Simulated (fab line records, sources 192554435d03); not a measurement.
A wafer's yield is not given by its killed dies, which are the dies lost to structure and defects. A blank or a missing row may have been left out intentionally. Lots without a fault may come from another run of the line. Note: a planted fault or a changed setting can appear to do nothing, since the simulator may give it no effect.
Chamber matching :: flow n5Finfet :: N5_BEOL_M3_ILD_DEP_00 on pecvd-04: 3 sister chambers
The step deposits SiOC from DEMS/O2, target thk 79 nm, time 15.3 s. 16 wafers are shown with their chamber, then 8 later ones without.

== WAFERS WITH THEIR CHAMBER ==
wafer: L078.2
chamber: 0
throttleValvePct (%): 11.0
showerheadPlenumPTorr (Torr): 5.701
showerheadVppV (V): 1430

wafer: L078.4
chamber: 1
throttleValvePct (%): 12.3
showerheadPlenumPTorr (Torr): 5.693
showerheadVppV (V): 1374

wafer: L078.6
chamber: 0
throttleValvePct (%): 11.0
showerheadPlenumPTorr (Torr): 5.695
showerheadVppV (V): 1414

wafer: L077.2
chamber: 0
throttleValvePct (%): 10.9
showerheadPlenumPTorr (Torr): 5.710
showerheadVppV (V): 1406

wafer: L077.3
chamber: 2
throttleValvePct (%): 11.3
showerheadPlenumPTorr (Torr): 5.683
showerheadVppV (V): 1436

wafer: L077.6
chamber: 0
throttleValvePct (%): 11.1
showerheadPlenumPTorr (Torr): 5.712
showerheadVppV (V): 1443

wafer: L082.1
chamber: 0
throttleValvePct (%): 10.9
showerheadPlenumPTorr (Torr): 5.701
showerheadVppV (V): 1419

wafer: L082.5
chamber: 1
throttleValvePct (%): 12.2
showerheadPlenumPTorr (Torr): 5.701
showerheadVppV (V): 1374

wafer: L082.6
chamber: 2
throttleValvePct (%): 11.3
showerheadPlenumPTorr (Torr): 5.685
showerheadVppV (V): 1444

wafer: L088.3
chamber: 1
throttleValvePct (%): 11.7
showerheadPlenumPTorr (Torr): 5.682
showerheadVppV (V): 1399

wafer: L088.4
chamber: 1
throttleValvePct (%): 12.1
showerheadPlenumPTorr (Torr): 5.691
showerheadVppV (V): 1377

wafer: L088.5
chamber: 0
throttleValvePct (%): 11.0
showerheadPlenumPTorr (Torr): 5.696
showerheadVppV (V): 1431

wafer: L089.2
chamber: 2
throttleValvePct (%): 11.0
showerheadPlenumPTorr (Torr): 5.685
showerheadVppV (V): 1395

wafer: L089.4
chamber: 1
throttleValvePct (%): 12.1
showerheadPlenumPTorr (Torr): 5.702
showerheadVppV (V): 1386

wafer: L089.5
chamber: 2
throttleValvePct (%): 11.4
showerheadPlenumPTorr (Torr): 5.678
showerheadVppV (V): 1398

wafer: L091.2
chamber: 0
throttleValvePct (%): 11.4
showerheadPlenumPTorr (Torr): 5.700
showerheadVppV (V): 1432

SIGNATURES, as means of the wafers listed above
reading: throttleValvePct
chamber 0: 11.043
chamber 1: 12.080
chamber 2: 11.250
scatter within a chamber: 0.191

reading: showerheadPlenumPTorr
chamber 0: 5.70214
chamber 1: 5.69380
chamber 2: 5.68275
scatter within a chamber: 0.00653

reading: showerheadVppV
chamber 0: 1425.00
chamber 1: 1382.00
chamber 2: 1418.25
scatter within a chamber: 16
Rule: for a wafer and a chamber, the distance is found by dividing, reading by reading, the gap between the wafer's reading and the chamber's mean by the reading's scatter, squaring, summing and taking the root. If the next closest chamber is less than 2 further off than the closest, the wafer can't be placed; otherwise it belongs to the closest. The scatter is the square root of a quotient: the sum, over the shown wafers, of each reading's squared deviation from its chamber's mean, divided by wafers minus chambers.

== WAFERS WITHOUT THEIR CHAMBER ==
wafer: L091.4
throttleValvePct (%): 11.0
showerheadPlenumPTorr (Torr): 5.707
showerheadVppV (V): 1415

wafer: L091.5
throttleValvePct (%): 11.3
showerheadPlenumPTorr (Torr): 5.677
showerheadVppV (V): 1436

wafer: L093.2
throttleValvePct (%): 11.2
showerheadPlenumPTorr (Torr): 5.691
showerheadVppV (V): 1439

wafer: L093.3
throttleValvePct (%): 12.5
showerheadPlenumPTorr (Torr): 5.702
showerheadVppV (V): 1399

wafer: L093.4
throttleValvePct (%): 12.3
showerheadPlenumPTorr (Torr): 5.709
showerheadVppV (V): 1386

wafer: L096.1
throttleValvePct (%): 11.0
showerheadPlenumPTorr (Torr): 5.692
showerheadVppV (V): 1388

wafer: L096.2
throttleValvePct (%): 11.0
showerheadPlenumPTorr (Torr): 5.689
showerheadVppV (V): 1439

wafer: L096.6
throttleValvePct (%): 11.0
showerheadPlenumPTorr (Torr): 5.698
showerheadVppV (V): 1407

== WHICH CHAMBER EACH WENT THROUGH ==
wafer: L091.4
from the rows above: 0
in truth: 0

wafer: L091.5
from the rows above: 2
in truth: 2

wafer: L093.2
from the rows above: can't be placed: 2 or 0
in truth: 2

wafer: L093.3
from the rows above: 1
in truth: 1

wafer: L093.4
from the rows above: 1
in truth: 1

wafer: L096.1
from the rows above: can't be placed: 2 or 0
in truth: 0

wafer: L096.2
from the rows above: can't be placed: 2 or 0
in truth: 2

wafer: L096.6
from the rows above: can't be placed: 0 or 2
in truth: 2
Placed correctly: 4 of 8. These rows do not allow placing 4 (true chamber among the candidates in 4). Wrongly placed: 0.
